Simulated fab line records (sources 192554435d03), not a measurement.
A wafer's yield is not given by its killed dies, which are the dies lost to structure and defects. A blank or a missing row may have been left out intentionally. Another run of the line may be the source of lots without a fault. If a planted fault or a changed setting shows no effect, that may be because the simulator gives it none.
fab line records	flow n5Finfet
record lots=7	wafers=19	lastDay=17
route steps=1938 shown HKMG_FIN@416 BEOL_M4@1111 PASSIVATION@1936
lots that met no fault: taken from a fault-free run of the same line
startH: hours from the record's opening day to when the first of the lot's shown wafers began	waitH: hours elapsed since this lot's preceding step	" unchanged from the row above	L1.1+2: one row covering several wafers at once	- no value, or no start given	* or withheld: withheld	< > ~ a bound
route shown NAME@n: names a module that has steps shown in the file, with the first one's number in the route	usual: mean/standard deviation taken from wafers without a fault	same: alike in all rows	chamber/n: place in a boat	sites: the reading at each site	_std_site: how widely they spread, as a standard deviation	_edge_site: outer sites' mean less inner sites'	radiusMm: for every site, how far away it sits from the centre of the wafer	mask NAME#n: copy n	behind: the tool/chamber that last shaped the wafer	hold: cause of the lot's hold/its duration in hours/its outcome	device: transistor that didn't switch, given as n, p or np	end of line: tests of these same wafers at the route's end	for a step that has no rows: nothing shown but its recipe	killed: count of dies lost to structure and defects at first sort (not the wafer's yield)	map: a wafer's dies, x killed, . not, _ none there
set.NAME: setting as actually run; set.NAME@STEP: the setting as run at that earlier step	model.NAME: the simulator's own value behind a step, which no gauge read
lots at selected steps of the route; one table per step, one row per wafer
services: a tool's chamber out of use, with start hour (startH, from the record's first day; less than 0 if before it), hours out, and reason
## steps
# step N5_HKMG_FIN_WET_ETCH_65
# recipe chemistry=TMAH	tempC=70	concWtPct=5	target=a-Si	stopOn=TiN	timeS=49	targetDepthNm=3
# step N5_HKMG_FIN_WET_ETCH_81
# recipe chemistry=SC1	target=TiN	stopOn=HfO2	mix=1:1:5	tempC=60	timeS=57	targetDepthNm=6
# step N5_HKMG_FIN_WET_ETCH_82
# recipe chemistry=dHCl	mix=1:10000	tempC=25	target=La2O3	stopOn=HfO2	targetDepthNm=2	dry=ipaMarangoni	rinseTimeS=30	rinseTempC=23
# step N5_HKMG_FIN_ALD_36
# recipe material=TiN	targetThkA=10	tempC=400	aldPrecursorFamily=TiCl4	aldCoReactant=NH3	pulseTimeS=1	purgeTimeS=3	coReactantPurgeTimeS=2	coReactantPulseTimeS=2	aldCycles=47	pressureTorr=3
# usual heaterPowerW=939/63	precursorPulseHeightRel=0.998/0.019
# same coReactantPurgeTimeS=2	pulseTimeS=1	purgeTimeS=3
lot.wafer	tool	chamber	startH	waitH	heaterPowerW	precursorPulseHeightRel
L888.1	aldMetal-02	1	93.20	0.0	929	1.005
L888.3	"	3	"	"	916	0.981
L888.4	"	1	"	"	948	1.004
L893.2	aldMetal-04	3	126.32	0.0	1011	1.004
L893.5	"	0	"	"	1058	1.000
L893.6	"	3	"	"	1072	0.997
L894.1	aldMetal-02	2	132.92	0.0	959	1.003
L894.2	"	3	"	"	982	1.018
L896.1	aldMetal-02	3	144.10	0.0	935	1.029
L896.5	"	1	"	"	916	0.962
L899.2	aldMetal-04	0	161.81	0.0	1030	1.011
L899.3	"	3	"	"	1004	1.018
L899.4	"	2	"	"	813	1.018
L901.2	aldMetal-04	0	171.46	0.0	1048	0.992
L901.5	"	0	"	"	1054	0.991
L901.6	"	1	"	"	899	0.973
L905.2	aldMetal-02	3	196.94	0.0	974	1.018
L905.3	"	1	"	"	912	0.973
L905.4	"	2	"	"	964	0.997
# step N5_HKMG_FIN_THK_MEAS_70
# recipe thkMeasGauge=xrf	reads=HfO2_of_HKMG_FIN_HK_ALD_01
# usual HK_THK=1.613/0.022
lot.wafer	tool	chamber	startH	waitH	HK_THK[nm]
L888.1	filmMetro-02	-	93.48	0.2	1.591
L888.3	"	-	"	"	1.626
L888.4	"	-	"	"	1.645
L893.2	filmMetro-02	-	126.61	0.2	1.602
L893.5	"	-	"	"	1.574
L893.6	"	-	"	"	1.591
L894.1	filmMetro-01	-	133.20	0.2	1.623
L894.2	"	-	"	"	1.629
L896.1	filmMetro-01	-	144.38	0.2	1.619
L896.5	"	-	"	"	1.612
L899.2	filmMetro-02	-	162.10	0.2	1.568
L899.3	"	-	"	"	1.639
L899.4	"	-	"	"	1.645
L901.2	filmMetro-02	-	171.75	0.2	1.592
L901.5	"	-	"	"	1.631
L901.6	"	-	"	"	1.598
L905.2	filmMetro-01	-	197.22	0.2	1.605
L905.3	"	-	"	"	1.602
L905.4	"	-	"	"	1.619
# step N5_HKMG_FIN_PWFM_ALD_03
# recipe material=TiN	targetThkA=20	tempC=400	aldPrecursorFamily=TiCl4	aldCoReactant=NH3	pulseTimeS=1	purgeTimeS=3	coReactantPurgeTimeS=2	coReactantPulseTimeS=2	aldCycles=91	pressureTorr=3
# usual heaterPowerW=943/66	precursorPulseHeightRel=0.997/0.019
# same coReactantPurgeTimeS=2	pulseTimeS=1	purgeTimeS=3
lot.wafer	tool	chamber	startH	waitH	heaterPowerW	precursorPulseHeightRel
L888.1	aldMetal-01	0	93.51	0.0	960	0.990
L888.3	"	1	"	"	975	1.018
L888.4	"	3	"	"	948	0.988
L893.2	aldMetal-02	0	126.64	0.0	883	0.981
L893.5	"	3	"	"	949	0.995
L893.6	"	2	"	"	932	0.988
L894.1	aldMetal-04	2	133.24	0.0	820	1.019
L894.2	"	0	"	"	1042	0.971
L896.1	aldMetal-04	0	144.42	0.0	1042	0.988
L896.5	"	1	"	"	860	1.000
L899.2	aldMetal-04	2	162.13	0.0	836	1.016
L899.3	"	1	"	"	895	0.987
L899.4	"	0	"	"	1042	1.013
L901.2	aldMetal-02	3	171.78	0.0	934	1.011
L901.5	"	0	"	"	913	0.969
L901.6	"	3	"	"	968	0.989
L905.2	aldMetal-04	0	197.25	0.0	1072	1.032
L905.3	"	1	"	"	901	0.989
L905.4	"	2	"	"	837	1.014
# step N5_HKMG_FIN_COAT_29
# recipe resist=SOC	tempC=250	timeS=60	spinRpm=1500	resistThkNm=300
# step N5_HKMG_FIN_COAT_30
# recipe resist=SiARC	tempC=220	timeS=60	spinRpm=1500	resistThkNm=35
# step N5_HKMG_FIN_COAT_06
# recipe resist=CAR-ArF	spinRpm=1500	resistThkNm=90
# step N5_HKMG_FIN_EBR_08
# recipe solvent=PGMEA	ebrWidthMm=1.5
# step N5_HKMG_FIN_SOFTBAKE_07
# recipe tempC=110	timeS=60	resist=CAR-ArF
# step N5_HKMG_FIN_EXPOSE_09
# recipe maskId=NWFM	na=1.35	sourceShape=conventional	sigmaOuter=0.8	polarization=unpolarized	doseMj=39.25
# step N5_HKMG_FIN_PEB_10
# recipe pebTempC=withheld	pebTimeS=60	resist=CAR-ArF
lot.wafer	tool	chamber	startH	waitH
L888.1+3+4	lithoTrack-04	0	94.28	0.1
L893.2+5+6	lithoTrack-04	0	127.42	0.0
L894.1+2	lithoTrack-04	0	134.01	0.1
L896.1+5	lithoTrack-04	0	145.06	0.1
L899.2+3+4	lithoTrack-02	0	162.90	0.0
L901.2+5+6	lithoTrack-02	0	172.43	0.0
L905.2+3+4	lithoTrack-02	0	198.02	0.0
# step N5_HKMG_FIN_DEVELOP_11
# recipe developTimeS=30	developer=TMAH	resist=CAR-ArF	devTempC=23	rinseLiquid=diw	dry=airSpin
# step N5_HKMG_FIN_CD_MEAS_12
# recipe targetCdNm=92.8	landingEnergyEv=500	detector=seInlens
# usual cdNm=93.3/0.61
lot.wafer	tool	chamber	startH	waitH	cdNm
L888.1	cdSem-01	0	94.35	-	93.8
L888.3	"	0	"	"	93.5
L888.4	"	0	"	"	92.3
L893.2	cdSem-03	0	127.48	-	94.2
L893.5	"	0	"	"	97.6
L893.6	"	0	"	"	94.4
L894.1	cdSem-03	0	134.08	-	96.9
L894.2	"	0	"	"	93.5
L896.1	cdSem-03	0	145.13	-	97.2
L896.5	"	0	"	"	96.9
L899.2	cdSem-03	0	162.97	-	92.7
L899.3	"	0	"	"	92.8
L899.4	"	0	"	"	93.1
L901.2	cdSem-02	0	172.49	-	93.4
L901.5	"	0	"	"	93.4
L901.6	"	0	"	"	93.3
L905.2	cdSem-02	0	198.09	-	92.1
L905.3	"	0	"	"	92.5
L905.4	"	0	"	"	92.3
# step N5_HKMG_FIN_OVL_MEAS_13
# recipe pointsPerWafer=44
# usual NWFM_OVL=0.5/0.72
lot.wafer	tool	chamber	startH	waitH	NWFM_OVL[nm]
L888.1	overlay-01	0	94.38	0.0	-0.6
L888.3	"	0	"	"	0.8
L888.4	"	0	"	"	0.8
L893.2	overlay-02	0	127.51	0.0	-0.1
L893.5	"	0	"	"	-0.9
L893.6	"	0	"	"	-0.4
L894.1	overlay-02	0	134.11	0.0	1.5
L894.2	"	0	"	"	0.6
L896.1	overlay-02	0	145.16	0.0	0.9
L896.5	"	0	"	"	0.8
L899.2	overlay-01	0	163.00	0.0	1.9
L899.3	"	0	"	"	1.3
L899.4	"	0	"	"	0.4
L901.2	overlay-01	0	172.52	0.0	0.1
L901.5	"	0	"	"	0.4
L901.6	"	0	"	"	0.8
L905.2	overlay-01	0	198.12	0.0	1.2
L905.3	"	0	"	"	0.5
L905.4	"	0	"	"	1.2
# step N5_BEOL_M4_RC_MEAS_101
# usual DIBL_N=36.4/1.6	DIBL_P=36.2/1.8	IOFF_N=0.159/0.029	IOFF_P=0.21/0.034	ION_N=670/12	ION_P=459/8.2	SS_N=71.5/0.59	SS_P=73.2/0.54	VT_N=250/3.3	VT_P=-250/3.7
lot.wafer	tool	chamber	startH	waitH	DIBL_N[mV/V]	DIBL_P[mV/V]	IOFF_N[nA/um]	IOFF_P[nA/um]	ION_N[uA/um]	ION_P[uA/um]	SS_N[mV/dec]	SS_P[mV/dec]	VT_N[mV]	VT_P[mV]
L888.1	prober-02	0	208.98	0.0	39.1	38.0	0.234	0.29	694	471	72.2	73.9	244	-245
L888.3	"	0	"	"	38.6	36.9	0.235	0.27	696	471	71.9	73.0	241	-244
L888.4	"	0	"	"	37.9	36.4	0.209	0.25	691	466	72.2	73.7	244	-244
L894.1	prober-01	0	224.96	0.0	35.6	33.0	0.129	0.18	671	460	71.4	72.4	252	-250
L894.2	"	0	"	"	38.1	36.9	0.188	0.24	691	471	72.2	74.2	246	-248
L893.2	prober-01	0	256.75	0.2	36.7	37.9	0.171	0.21	669	454	72.5	73.3	248	-252
L893.5	"	0	"	"	34.8	35.3	0.136	0.16	661	447	71.7	72.5	253	-255
L893.6	"	0	"	"	36.0	37.3	0.160	0.19	670	452	71.4	72.8	249	-256
L899.2	prober-02	0	258.55	0.2	37.3	36.2	0.170	0.20	668	459	71.8	73.3	249	-250
L899.3	"	0	"	"	34.6	33.0	0.116	0.16	657	451	71.1	72.5	257	-251
L899.4	"	0	"	"	39.6	39.0	0.220	0.24	690	466	71.7	73.3	247	-251
L896.1	prober-01	0	259.90	0.0	37.5	36.6	0.162	0.19	655	444	71.5	73.4	254	-254
L896.5	"	0	"	"	35.2	35.0	0.129	0.17	660	451	71.4	72.3	253	-253
L901.2	prober-01	0	288.18	0.2	34.9	34.8	0.139	0.19	677	461	71.3	73.2	251	-253
L901.5	"	0	"	"	36.2	37.2	0.160	0.23	679	470	70.8	74.1	247	-248
L901.6	"	0	"	"	35.3	35.4	0.146	0.19	666	459	70.5	73.4	250	-250
L905.2	prober-02	0	304.25	0.2	36.5	34.4	0.146	0.17	665	455	72.2	72.6	250	-253
L905.3	"	0	"	"	37.5	36.1	0.160	0.21	666	459	72.0	73.2	249	-252
L905.4	"	0	"	"	37.6	35.4	0.173	0.19	684	461	71.6	73.4	247	-250
# step N5_PASSIVATION_PROBE_49
# usual defectLimitedYield=91.1/1.5	killed_at_M0_to_M3=33/9.9	killed_at_M4_up=14/5.2	killedAtContacts=12/6.7	killedAtFrontEnd=43/13	killedAtOther=3.4/2.7	killedDies=105/17	killedOpen=69/13	killedShort=33/7.5	sort_bin_5_function=5.2/0.91	sort_bin_6_memory=3.3/0.71	sortNPass=1075/17	sortYieldPct=91.1/1.5
# same grossDies=1180	killedAtBackSide=0	sort_bin_4_leakage[%]=0	sort_bin_8_speed[%]=0
lot.wafer	tool	chamber	startH	waitH	defectLimitedYield[%]	killed_at_M0_to_M3	killed_at_M4_up	killedAtContacts	killedAtFrontEnd	killedAtOther	killedDies	killedOpen	killedShort	sort_bin_5_function[%]	sort_bin_6_memory[%]	sortNPass	sortYieldPct[%]
L888.1	prober-02	-	317.85	0.0	90.6	50	12	15	33	1	111	76	35	5.8	3.3	1069	90.6
L888.3	prober-02	-	317.95	0.1	92.5	33	11	5	37	2	88	60	27	4.2	2.9	1092	92.5
L888.4	prober-02	-	318.00	0.2	94.1	15	11	8	34	2	70	42	28	3.0	2.9	1110	94.1
L894.1	prober-02	-	328.07	0.0	90.3	31	22	9	48	4	114	77	36	6.3	3.1	1066	90.3
L894.2	prober-02	-	328.12	0.1	90.4	42	14	8	47	2	113	81	32	6.6	2.5	1067	90.4
L893.2	prober-01	-	357.31	0.1	90.8	26	12	16	48	7	109	85	24	5.4	3.7	1071	90.8
L893.5	prober-01	-	357.46	0.2	91.9	23	9	10	50	3	95	65	30	4.4	3.3	1085	91.9
L893.6	prober-01	-	357.51	0.3	93.8	21	7	9	31	5	73	46	25	3.5	2.6	1107	93.8
L899.2	prober-02	-	360.28	0.1	91.1	45	9	20	29	2	105	70	32	5.3	3.1	1075	91.1
L899.3	prober-02	-	360.33	0.1	91.0	41	15	20	29	1	106	76	29	5.4	3.1	1074	91.0
L899.4	prober-02	-	360.38	0.2	92.5	31	8	9	31	10	89	49	38	4.2	3.1	1091	92.5
L896.1	prober-01	-	365.05	0.1	90.4	32	18	5	57	1	113	81	30	5.3	3.9	1067	90.4
L896.5	prober-01	-	365.25	0.3	92.6	33	7	15	32	0	87	57	28	3.9	3.3	1093	92.6
# killed by level:class
L888.1 BEOL_M1:geometricParticle:open=20 MOL_CONTACT_COAG:geometricParticle:open=12 STI_FIN_REVEAL:geometricParticle:open=9 BEOL_M3:geometricParticle:open=9 BEOL_M0:geometricParticle:open=5 STI_FIN_REVEAL:geometricParticle:short=4 GATE_CUT:geometricParticle:short=4 BEOL_M0_SAQP:geometricParticle:open=4
L888.3 STI_FIN_REVEAL:geometricParticle:open=11 DUMMY_GATE:geometricParticle:open=8 BEOL_M1:geometricParticle:open=8 BEOL_M3:geometricParticle:open=6 BEOL_M0_SAQP:geometricParticle:open=5 STI_FIN_REVEAL:geometricParticle:short=4 MOL_CONTACT_COAG:geometricParticle:open=4 BEOL_M0_SAQP:geometricParticle:short=4
L888.4 MOL_CONTACT_COAG:geometricParticle:open=7 STI_FIN_REVEAL:geometricParticle:open=6 FIN_SAQP:geometricParticle:open=5 STI_FIN_REVEAL:geometricParticle:short=4 BEOL_M5:geometricParticle:open=4 FIN_SAQP:geometricParticle:short=3 DUMMY_GATE:geometricParticle:open=3 BEOL_M1:geometricParticle:short=3
L894.1 FIN_SAQP:geometricParticle:open=14 BEOL_M3:geometricParticle:open=11 BEOL_M4:geometricParticle:open=11 FIN_SAQP:geometricParticle:short=7 BEOL_M2:geometricParticle:open=6 MOL_CONTACT_COAG:geometricParticle:open=6 STARTING-WAFER:geometricParticle:open=6 BEOL_M0_SAQP:geometricParticle:short=4
L894.2 FIN_SAQP:geometricParticle:open=14 BEOL_M0_SAQP:geometricParticle:open=12 BEOL_M3:geometricParticle:open=10 BEOL_M0_SAQP:geometricParticle:short=9 ILD0:geometricParticle:open=8 BEOL_M2:geometricParticle:open=8 FIN_SAQP:geometricParticle:short=7 MOL_CONTACT_COAG:geometricParticle:open=7
L893.2 FIN_SAQP:geometricParticle:open=16 MOL_CONTACT_COAG:geometricParticle:open=12 FIN_SAQP:geometricParticle:short=7 BEOL_M0_SAQP:geometricParticle:open=7 STI_FIN_REVEAL:geometricParticle:open=5 DUMMY_GATE:geometricParticle:open=5 ILD0:geometricParticle:open=5 MOL_CONTACT_COAG:geometricParticle:short=4
L893.5 FIN_SAQP:geometricParticle:open=16 MOL_CONTACT_COAG:geometricParticle:open=9 BEOL_M3:geometricParticle:open=8 DUMMY_GATE:geometricParticle:open=7 FIN_SAQP:geometricParticle:short=6 DUMMY_GATE:geometricParticle:short=5 BEOL_M2:geometricParticle:open=5 BEOL_M0_SAQP:geometricParticle:open=4
L893.6 FIN_SAQP:geometricParticle:open=8 MOL_CONTACT_COAG:geometricParticle:open=7 BEOL_M1:geometricParticle:open=7 FIN_SAQP:geometricParticle:short=6 BEOL_M0_SAQP:geometricParticle:open=5 BEOL_M4:geometricParticle:open=4 BEOL_M0_SAQP:geometricParticle:short=3 STARTING-WAFER:geometricParticle:short=3
L899.2 BEOL_M2:geometricParticle:open=22 MOL_CONTACT_COAG:geometricParticle:open=19 FIN_SAQP:geometricParticle:short=9 BEOL_M3:geometricParticle:open=6 BEOL_M4:geometricParticle:short=5 STI_FIN_REVEAL:geometricParticle:open=4 BEOL_M0_SAQP:geometricParticle:short=4 BEOL_M0_SAQP:geometricParticle:open=4
L899.3 MOL_CONTACT_COAG:geometricParticle:open=17 BEOL_M2:geometricParticle:open=15 BEOL_M0_SAQP:geometricParticle:open=12 BEOL_M4:geometricParticle:open=9 BEOL_M0_SAQP:geometricParticle:short=6 STI_FIN_REVEAL:geometricParticle:open=6 FIN_SAQP:geometricParticle:short=4 SDB:geometricParticle:short=4
L899.4 BEOL_M1:geometricParticle:open=9 FIN_SAQP:geometricParticle:short=8 BEOL_M2:geometricParticle:open=8 MOL_CONTACT_COAG:geometricParticle:open=7 BEOL_M0_SAQP:geometricParticle:short=7 STI_FIN_REVEAL:geometricParticle:open=5 FIN_SAQP:geometricParticle:open=4 GATE_CUT:geometricParticle:short=4
L896.1 FIN_SAQP:geometricParticle:open=11 FIN_SAQP:geometricParticle:short=10 STI_FIN_REVEAL:geometricParticle:open=10 BEOL_M2:geometricParticle:open=10 BEOL_M4:geometricParticle:open=8 DUMMY_GATE:geometricParticle:open=6 BEOL_M0_SAQP:geometricParticle:open=6 GATE_CUT:geometricParticle:short=5
L896.5 BEOL_M2:geometricParticle:open=14 MOL_CONTACT_COAG:geometricParticle:open=13 GATE_CUT:geometricParticle:short=6 BEOL_M0_SAQP:geometricParticle:short=6 STARTING-WAFER:geometricParticle:short=6 BEOL_M0_SAQP:geometricParticle:open=5 FIN_SAQP:geometricParticle:short=4 BEOL_M4:geometricParticle:open=4
## services
tool	chamber	startH	hours	kind
aldMetal-02	-	76.44	0.7	repair
aldMetal-02	2	89.39	6.4	repair
aldMetal-01	-	125.42	8.7	pm
aldMetal-04	3	188.33	9.8	repair
aldMetal-01	-	195.40	2.1	repair
## key
firstSign step=N5_HKMG_FIN_CD_MEAS_12	reading=cdNm	direction=up	sigmas=6.3	usual=93.3	struck=97.2
effect none on later readings
metAt N5_HKMG_FIN_PEB_10
struckWafers L893.5,L894.1,L896.1,L896.5
onsetBetween 94.28 127.42
fault kind=processParameterDrift	tool=lithoTrack-04	chamber=-	onsetH=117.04	steps=N5_HKMG_FIN_PEB_10	channel=pebTimeS	offset=*	shape=step	endH=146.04	scope=struckWafersOnly	actsIn=*	stated=*
